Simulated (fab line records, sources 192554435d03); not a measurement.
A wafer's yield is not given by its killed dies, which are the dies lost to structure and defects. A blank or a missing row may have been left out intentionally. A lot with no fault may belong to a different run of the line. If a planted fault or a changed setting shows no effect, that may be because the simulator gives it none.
Lot-split experiment | flow n5Finfet | on a route of 1938 steps: 7 lots, 21 wafers read

## ON THE SPLIT
At N5_ZERO_LAYER_COAT_05 (resist thk 1000 nm), the setting spinRpm was moved away from the recipe's 1500 rpm on 7 of the 21 wafers read, by -9.9% to +8.0%. For the rest of the wafers, this setting stayed at what the recipe calls for.

The split's own step is where the reading is taken.

## THE READING
coat_of_ZERO_LAYER_COAT_05.thkNm (the simulator's own value, which no gauge read), in nm, at N5_ZERO_LAYER_COAT_05 (resist thk 1000 nm). The file does not state a usual value for it. Across the 14 wafers here that went through the recipe, the average is 1000.6 nm and the standard deviation 2.4 nm.

wafer  | tool, chamber at the split | spinRpm as run, rpm | against the recipe | coat_of_ZERO_LAYER_COAT_05.thkNm, nm | against lot-mates on the recipe
L077.3 | lithoTrack-03, 0           | 1500                | recipe             | 1004                                 | -
L077.5 | lithoTrack-03, 0           | 1383                | -7.8%              | 1046                                 | +42.0
L077.6 | lithoTrack-03, 0           | 1383                | -7.8%              | 1043                                 | +39.0
L081.3 | lithoTrack-04, 0           | 1620                | +8.0%              | 961.3                                | -39.7
L081.4 | lithoTrack-04, 0           | 1500                | recipe             | 1001                                 | -
L081.5 | lithoTrack-04, 0           | 1620                | +8.0%              | 961.9                                | -39.1
L084.1 | lithoTrack-03, 0           | 1500                | recipe             | 999.3                                | -
L084.2 | lithoTrack-03, 0           | 1500                | recipe             | 1001                                 | -
L084.3 | lithoTrack-03, 0           | 1500                | recipe             | 999.9                                | -
L085.2 | lithoTrack-04, 0           | 1500                | recipe             | 996.9                                | -
L085.3 | lithoTrack-04, 0           | 1500                | recipe             | 997.6                                | -
L085.5 | lithoTrack-04, 0           | 1500                | recipe             | 998.3                                | -
L089.1 | lithoTrack-01, 0           | 1500                | recipe             | 1002                                 | -
L089.4 | lithoTrack-01, 0           | 1500                | recipe             | 1002                                 | -
L089.5 | lithoTrack-01, 0           | 1500                | recipe             | 1002                                 | -
L091.1 | lithoTrack-04, 0           | 1500                | recipe             | 1004                                 | -
L091.6 | lithoTrack-04, 0           | 1500                | recipe             | 1004                                 | -
L091.4 | lithoTrack-04, 0           | 1351                | -9.9%              | 1057                                 | +53.0
L094.2 | lithoTrack-03, 0           | 1419                | -5.4%              | 1025                                 | +27.9
L094.4 | lithoTrack-03, 0           | 1500                | recipe             | 997.1                                | -
L094.6 | lithoTrack-03, 0           | 1419                | -5.4%              | 1027                                 | +29.9

THE FIT
A straight line over all 21 wafers: coat_of_ZERO_LAYER_COAT_05.thkNm changes by -5.24 nm for each +1% of spinRpm; r = -0.99; the points scatter about the line by 2.9 nm.
The same after taking each lot's own level away (the mean of its wafers on the recipe; 21 wafers): -5.15 nm for each +1%; r = -1.00; scatter 0.98 nm.
Per that fit: largest spinRpm move, reading shift of 51 nm.
The span of the lots' own levels, 997.10 to 1004.00 nm, comes to 2.8 times the standard deviation stated above.
The two slopes are in agreement: the lot-to-lot level therefore moves the slope only a little.
Check: with one of the wafers moved furthest among these (-9.9%) left out of the fit, the line predicts +51 nm for it against its lot-mates. It came out at +53 nm against them.

## THE WHOLE CHAIN: every reading that the file lists as answering this split, in the file's order
step                   | what it does       | reading                                                                           | change (the file's fit)              | r (the file's)
N5_ZERO_LAYER_COAT_05  | resist thk 1000 nm | coat_of_ZERO_LAYER_COAT_05.thkNm (the simulator's own value, which no gauge read) | -5.22 nm for each +1% of the setting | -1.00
N5_ZERO_LAYER_STRIP_24 | strips in O2       | stripTimeToEndpointS                                                              | withheld for each +1% of the setting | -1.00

## FILE'S OWN FIT
coat_of_ZERO_LAYER_COAT_05.thkNm changes by -5.22 nm for each +1% of spinRpm, r = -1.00.
